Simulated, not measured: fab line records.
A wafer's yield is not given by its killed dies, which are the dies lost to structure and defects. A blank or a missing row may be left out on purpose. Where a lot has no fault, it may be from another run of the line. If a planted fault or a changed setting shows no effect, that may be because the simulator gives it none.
A struck lot beside a sound one -- flow nand-harc -- 14 out of 1159 route steps
Sound: wafers L217.1, L217.2, L217.6. Struck: wafers L206.2, L206.3, L206.6. At the end, the cause is stated.
For every step that has rows: the tool of each side, followed by ch and its chambers, followed by its first start. Under that, the readings that differ: sound wafers -- struck wafers -- difference of the means -- sigmas: that difference in standard deviations of wafers without a fault.
alike: a reading whose means differ by less than 2 such deviations, as well as words and numbers matching on both sides. not compared: withheld readings; readings where some wafer has no value; bounds like >300 that might hide an equal value; numbers whose values overlap and for which the record gives no deviation.
A row with sigmas, a row that says differs or no value, or rows on one side alone: a step with any of these is where the two part. Numbers that don't overlap but have no deviation are shown without sigmas and don't part them. A reading missing from all wafers of one side parts the sides only when that side holds two or more wafers.

NHARC_P_START_INSPECT_01:
  sound: defect-inspect-01 at day 5 18:02; struck: defect-inspect-02 at day 3 00:02
  alike: raw-defect-count
then, 10 steps without rows for these wafers: NHARC_P_ZERO_WELL_PRECLEAN_00 (cleans in SPM, time 600 s); NHARC_P_ZERO_WELL_SRD_01; NHARC_P_ZERO_WELL_PECVD_02 (deposits SiO2, target thk 10 nm); NHARC_P_ZERO_WELL_DEHYDRATE_03 (time 120 s); NHARC_P_ZERO_WELL_HMDS_04 (time 30 s); NHARC_P_ZERO_WELL_COAT_64 (time 65 s); NHARC_P_ZERO_WELL_COAT_05 (resist thk 600 nm); NHARC_P_ZERO_WELL_SOFTBAKE_06 (time 70 s); NHARC_P_ZERO_WELL_EBR_07; NHARC_P_ZERO_WELL_EXPOSE_08 (exposes mask P ZERO, target cd 500 nm).
NHARC_P_ZERO_WELL_PEB_09: peb time 80 s.
  sound on litho-track-05 ch 0, day 5 19:09; struck on litho-track-02 ch 0, day 3 01:02
reading,sound,struck,difference,sigmas
plate-temp-C (C),127.98 128.07 127.97,127.14 127.44 127.28,-0.72,-6
then, 1 step without rows for these wafers: NHARC_P_ZERO_WELL_DEVELOP_10 (time 50 s).
-- jump in the record: it breaks off in module P_ZERO_WELL and resumes in module END (first step shown: number 1159 of the route), and 21 days separate the struck wafers' starts before and after --
NHARC_END_SORT_01:
  sound on prober-01 ch 0, day 25 18:44; struck on prober-02 ch 0, day 24 12:17
reading,sound,struck,difference,sigmas
killed-at-array,51 60 45,13 10 9,-41,-3
killed-at-periphery,4 5 4,14 11 11,+8,+3
killed-dies,55 65 49,28 21 20,-33,-3
  alike: killed-at-other, killed-open, killed-short

WHERE THEY PART
First at NHARC_P_ZERO_WELL_PEB_09; last, within this record, at NHARC_END_SORT_01.

WHY: the cause the simulator had injected
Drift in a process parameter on litho-track-02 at NHARC_P_ZERO_WELL_PEB_09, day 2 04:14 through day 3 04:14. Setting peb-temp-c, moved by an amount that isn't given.
